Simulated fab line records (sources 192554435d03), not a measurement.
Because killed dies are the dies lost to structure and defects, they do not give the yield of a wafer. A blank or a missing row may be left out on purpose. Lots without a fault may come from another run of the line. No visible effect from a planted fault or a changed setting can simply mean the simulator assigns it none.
fab line records ; flow n5Finfet ; part 2 of 2: steps 19 to 25 of 25
record: lots: 5; wafers: 15; lastDay: 18
route steps=1938 shown HKMG_FIN@444 GATE_CUT@465
lots that met no fault: taken from a fault-free run of the same line
startH: start of the lot's first displayed wafer, in hours after the record's first day ; waitH: hours elapsed since this lot's preceding step ; " repeats the value in the row above ; L1.1+2: a single row standing in for several wafers ; - no value present, or no start provided ; * or withheld: withheld ; < > ~ a bound
route shown NAME@n: a module of which the file shows steps, and the number in the route of the first ; usual: the fault-free wafers' mean and standard deviation ; same: alike in all rows ; chamber/n: place in a boat ; sites: each site's reading ; _std_site: how widely they spread, as a standard deviation ; _edge_site: outer sites' mean less inner sites' ; radiusMm: how far each site lies from the wafer's centre ; mask NAME#n: copy n ; behind: tool/chamber where the wafer was last shaped ; hold: what put the lot on hold/how long, in hours/how the hold closed ; device: names the non-switching transistor (n, p or np) ; end of line: the route-end tests of the same wafers ; a step without rows: its recipe alone ; killed: at the first sort, the dies lost to defects and structure; wafer yield is something else ; map: a wafer's dies, x killed, . not, _ none there
set.NAME: the setting the step ran with; set.NAME@STEP: the setting that earlier step ran with ; model.NAME: the simulator's own value behind a step, which no gauge read
lots at selected steps of the route; one table per step, one row per wafer
services: the hour from which a tool's chamber was out of use, counted from the record's first day as startH (under 0 if before that day), plus the number of hours and why
== steps ==
step: N5_HKMG_FIN_CMP_94
recipe: stopOn: SiNx; postCmpClean: wDiluteNh4oh; tOverpolishS: 4.7; downForcePsi: 4; platenRpm: 50.289; padVelocityMS: 1.0006; targetThkNm: 43.299
usual: edgeZonePressureFrac: 1.000/0.0046; motorCurrentA: 11.6/1; slurryFlowMlMin: 150.0/0.44
lot.wafer;tool;chamber;startH;waitH;edgeZonePressureFrac;motorCurrentA;slurryFlowMlMin
L085.4;cmp-01;3;145.94;0.4;0.996;11.5;150.5
L085.2;cmp-01;1;145.94;0.4;1.007;13.2;149.5
L085.1;cmp-01;2;145.94;0.4;0.994;11.4;150.1
L089.4;cmp-03;3;167.99;0.4;1.001;11.1;149.3
L089.3;cmp-03;0;167.99;0.4;0.993;12.0;150.5
L089.2;cmp-03;2;167.99;0.4;0.995;9.2;149.1
L090.4;cmp-01;1;182.70;0.3;1.005;12.9;150.2
L090.2;cmp-01;3;182.70;0.3;0.993;11.0;150.4
L090.6;cmp-01;0;182.70;0.3;1.006;11.8;149.5
L093.2;cmp-01;0;202.25;0.3;0.997;11.5;149.7
L093.1;cmp-01;1;202.25;0.3;0.996;13.5;150.4
L093.5;cmp-01;3;202.25;0.3;1.000;10.5;150.7
L096.2;cmp-01;3;219.07;1.1;1.003;11.1;149.8
L096.3;cmp-01;0;219.07;1.1;1.002;11.2;149.8
L096.4;cmp-01;2;219.07;1.1;0.997;11.0;149.7
step: N5_HKMG_FIN_INSPECT_28
recipe: inspectInstrument: darkfield; mode: postCmp
usual: rawDefectCount: 53/26
lot.wafer;tool;chamber;startH;waitH;rawDefectCount
L085.1;defectInspect-02;-;146.18;0.0;38
L085.2;defectInspect-02;-;146.18;0.0;31
L085.4;defectInspect-02;-;146.18;0.0;50
L089.2;defectInspect-02;-;168.23;0.0;51
L089.3;defectInspect-02;-;168.23;0.0;62
L089.4;defectInspect-02;-;168.23;0.0;44
L090.2;defectInspect-01;-;182.90;0.0;53
L090.4;defectInspect-01;-;182.90;0.0;29
L090.6;defectInspect-01;-;182.90;0.0;39
L093.1;defectInspect-02;-;202.52;0.0;47
L093.2;defectInspect-02;-;202.52;0.0;44
L093.5;defectInspect-02;-;202.52;0.0;40
L096.2;defectInspect-01;-;219.30;0.0;33
L096.3;defectInspect-01;-;219.30;0.0;67
L096.4;defectInspect-01;-;219.30;0.0;58
step: N5_GATE_CUT_ETCHBACK_00
recipe: chemistry: SF6/Cl2; target: W; pressureMtorr: 8; icpW: 900; biasW: 80; SF6_flow_sccm: 40; Cl2_flow_sccm: 60
usual: drypumpMotorCurrentA: 5.9/0.34; oesProductAu: 0.77/0.09; throttleValvePct: 27.6/0.37
lot.wafer;tool;chamber;startH;waitH;drypumpMotorCurrentA;oesProductAu;rfHoursCounterH;throttleValvePct
L085.1;rieMetal-02;0;146.21;0.0;5.6;0.79;37;27.7
L085.2;rieMetal-02;1;146.21;0.0;5.3;0.69;75;27.5
L085.4;rieMetal-02;0;146.21;0.0;5.6;0.78;-;27.7
L089.2;rieMetal-01;1;168.26;0.0;6.1;0.65;91;28.2
L089.3;rieMetal-01;0;168.26;0.0;5.7;0.85;-;27.3
L089.4;rieMetal-01;1;168.26;0.0;6.1;0.66;-;28.2
L090.2;rieMetal-03;1;182.93;0.0;5.9;0.80;37;27.5
L090.4;rieMetal-03;1;182.93;0.0;5.9;0.79;-;27.5
L090.6;rieMetal-03;0;182.93;0.0;6.7;0.85;-;27.4
L093.1;rieMetal-01;1;202.56;0.0;6.1;0.65;94;28.2
L093.2;rieMetal-01;0;202.56;0.0;5.7;0.84;18;27.3
L093.5;rieMetal-01;0;202.56;0.0;5.7;0.84;-;27.3
L096.2;rieMetal-01;1;219.33;0.0;6.1;0.64;95;28.2
L096.3;rieMetal-01;1;219.33;0.0;6.1;0.65;-;28.2
L096.4;rieMetal-01;0;219.33;0.0;5.7;0.84;-;27.3
step: N5_GATE_CUT_ETCH_56
recipe: chemistry: Cl2/Ar; target: TiN; targetDepthA: 216; pressureMtorr: 10; icpW: 600; biasW: 60; Cl2_flow_sccm: 40; Ar_flow_sccm: 60
usual: drypumpMotorCurrentA: 5.8/0.34; oesProductAu: 0.77/0.097; throttleValvePct: 20.9/0.33
lot.wafer;tool;chamber;startH;waitH;drypumpMotorCurrentA;oesProductAu;rfHoursCounterH;throttleValvePct
L085.1;rieMetal-02;0;146.33;0.1;5.6;0.77;37;21.1
L085.2;rieMetal-02;1;146.33;0.1;5.4;0.70;75;20.8
L085.4;rieMetal-02;0;146.33;0.1;5.6;0.78;-;21.1
L089.2;rieMetal-01;1;168.38;0.1;6.1;0.66;91;21.4
L089.3;rieMetal-01;0;168.38;0.1;5.7;0.87;-;20.6
L089.4;rieMetal-01;1;168.38;0.1;6.1;0.66;-;21.4
L090.2;rieMetal-03;1;183.09;0.1;5.9;0.80;37;20.8
L090.4;rieMetal-03;1;183.09;0.1;5.9;0.80;-;20.8
L090.6;rieMetal-03;0;183.09;0.1;6.6;0.86;-;20.8
L093.1;rieMetal-01;1;202.68;0.1;6.1;0.65;94;21.4
L093.2;rieMetal-01;0;202.68;0.1;5.7;0.86;19;20.6
L093.5;rieMetal-01;0;202.68;0.1;5.7;0.87;-;20.6
L096.2;rieMetal-01;1;219.45;0.1;6.1;0.65;95;21.4
L096.3;rieMetal-01;1;219.45;0.1;6.1;0.64;-;21.4
L096.4;rieMetal-01;0;219.45;0.1;5.7;0.86;-;20.6
step: N5_GATE_CUT_ETCHBACK_30
recipe: chemistry: Cl2/Ar; target: TiN; targetDepthA: 30; mode: isotropic; pressureMtorr: 10; icpW: 600; biasW: 60; Cl2_flow_sccm: 40; Ar_flow_sccm: 60
usual: drypumpMotorCurrentA: 5.9/0.34; oesProductAu: 0.77/0.097; throttleValvePct: 20.9/0.33
lot.wafer;tool;chamber;startH;waitH;drypumpMotorCurrentA;oesProductAu;rfHoursCounterH;throttleValvePct
L085.1;rieMetal-02;0;146.42;0.1;5.6;0.78;37;21.1
L085.2;rieMetal-02;1;146.42;0.1;5.4;0.69;75;20.8
L085.4;rieMetal-02;0;146.42;0.1;5.6;0.77;-;21.1
L089.2;rieMetal-01;1;168.47;0.1;6.1;0.66;91;21.4
L089.3;rieMetal-01;0;168.47;0.1;5.7;0.89;-;20.6
L089.4;rieMetal-01;1;168.47;0.1;6.1;0.66;-;21.4
L090.2;rieMetal-03;1;183.21;0.1;5.9;0.79;37;20.8
L090.4;rieMetal-03;1;183.21;0.1;5.9;0.79;-;20.8
L090.6;rieMetal-03;0;183.21;0.1;6.6;0.86;-;20.8
L093.1;rieMetal-01;1;202.77;0.1;6.1;0.65;94;21.4
L093.2;rieMetal-01;0;202.77;0.1;5.7;0.87;19;20.6
L093.5;rieMetal-01;0;202.77;0.1;5.7;0.87;-;20.6
L096.2;rieMetal-01;1;219.54;0.1;6.1;0.65;95;21.4
L096.3;rieMetal-01;1;219.54;0.1;6.1;0.64;-;21.4
L096.4;rieMetal-01;0;219.54;0.1;5.7;0.86;-;20.6
step: N5_GATE_CUT_VAPOR_ETCH_60
recipe: chemistry: BCl3/Cl2; target: HfO2; mode: isotropic
usual: drypumpMotorCurrentA: 5.8/0.34; oesProductAu: 0.77/0.09
lot.wafer;tool;chamber;startH;waitH;drypumpMotorCurrentA;oesProductAu
L085.1;rieMetal-02;0;146.45;0.0;5.6;0.79
L085.2;rieMetal-02;1;146.45;0.0;5.4;0.69
L085.4;rieMetal-02;0;146.45;0.0;5.6;0.79
L089.2;rieMetal-01;1;168.50;0.0;6.1;0.66
L089.3;rieMetal-01;0;168.50;0.0;5.7;0.85
L089.4;rieMetal-01;1;168.50;0.0;6.1;0.65
L090.2;rieMetal-03;1;183.25;0.0;5.9;0.80
L090.4;rieMetal-03;1;183.25;0.0;5.9;0.80
L090.6;rieMetal-03;0;183.25;0.0;6.7;0.86
L093.1;rieMetal-01;1;202.80;0.0;6.1;0.65
L093.2;rieMetal-01;0;202.80;0.0;5.7;0.84
L093.5;rieMetal-01;0;202.80;0.0;5.7;0.85
L096.2;rieMetal-01;1;219.57;0.0;6.1;0.65
L096.3;rieMetal-01;1;219.57;0.0;6.1;0.65
L096.4;rieMetal-01;0;219.57;0.0;5.6;0.83
step: N5_GATE_CUT_ETCH_58
recipe: chemistry: CH3F/O2; target: SiNx; targetDepthA: 170; timeS: 128.6; ionEnergyEv: 50; pressureMtorr: 30; sourceW: 415; biasW: 21; Ar_flow_sccm: 150; CH3F_flow_sccm: 30; O2_flow_sccm: 20
usual: drypumpMotorCurrentA: 5.6/0.42; oesProductAu: 0.81/0.098; rfVppV: 99.2/0.94; showerheadPlenumPTorr: 2.02/0.055; throttleValvePct: 16.26/0.18
lot.wafer;tool;chamber;startH;waitH;drypumpMotorCurrentA;oesProductAu;rfHoursCounterH;rfVppV;showerheadPlenumPTorr;throttleValvePct
L085.1;rieDiel-02;1;146.50;0.0;4.9;0.68;241;101.7;2.05;16.40
L085.2;rieDiel-02;0;146.50;0.0;5.4;0.68;245;98.0;1.88;16.33
L085.4;rieDiel-02;3;146.50;0.0;5.2;0.71;-;100.2;2.09;16.55
L089.2;rieDiel-04;0;168.55;0.0;5.9;0.78;134;99.5;2.01;16.21
L089.3;rieDiel-04;1;168.55;0.0;5.4;0.97;6;97.9;1.95;15.98
L089.4;rieDiel-04;2;168.55;0.0;6.4;0.89;44;100.2;2.04;16.33
L090.2;rieDiel-04;1;183.31;0.0;5.4;0.93;10;100.6;1.95;16.00
L090.4;rieDiel-04;0;183.31;0.0;5.9;0.77;138;100.4;2.01;16.21
L090.6;rieDiel-04;2;183.31;0.0;6.3;0.88;-;100.1;2.04;16.33
L093.1;rieDiel-04;0;202.85;0.0;5.9;0.75;144;98.8;2.01;16.22
L093.2;rieDiel-04;1;202.85;0.0;5.3;0.92;16;99.2;1.95;16.02
L093.5;rieDiel-04;0;202.85;0.0;5.9;0.76;-;101.3;2.01;16.22
L096.2;rieDiel-04;1;219.62;0.0;5.3;0.92;21;98.2;1.95;16.00
L096.3;rieDiel-04;2;219.62;0.0;6.4;0.85;59;97.6;2.04;16.36
L096.4;rieDiel-04;0;219.62;0.0;5.9;0.76;149;98.7;2.01;16.23
== services ==
tool;chamber;startH;hours;kind
aldMetal-04;-;121.59;1.1;repair
cmp-03;-;135.91;5.6;pm
cvdW-02;-;138.51;14.6;pm
aldMetal-01;-;138.82;1.0;repair
rieDiel-04;2;143.32;5.9;repair
aldMetal-01;0;143.84;7.9;repair
rieDiel-04;-;144.48;0.2;repair
rieDiel-02;2;145.20;5.7;repair
rieMetal-02;-;153.70;1.6;repair
cvdW-01;1;158.59;4.4;repair
cvdW-01;0;164.53;16.5;repair
cmp-01;-;168.17;4.1;pm
rieDiel-06;2;169.03;5.1;repair
rieDiel-01;3;172.08;16.0;repair
rieDiel-01;1;175.77;9.0;repair
cmp-01;-;179.11;2.5;repair
rieDiel-06;-;183.10;0.2;repair
rieDiel-03;3;184.82;4.3;repair
rieMetal-02;0;185.95;2.6;repair
aldMetal-02;1;186.68;37.3;repair
cmp-01;-;192.70;7.2;repair
cvdW-02;0;197.08;5.1;repair
aldMetal-01;1;197.34;11.4;repair
plasmaAsher-01;-;197.93;1.5;repair
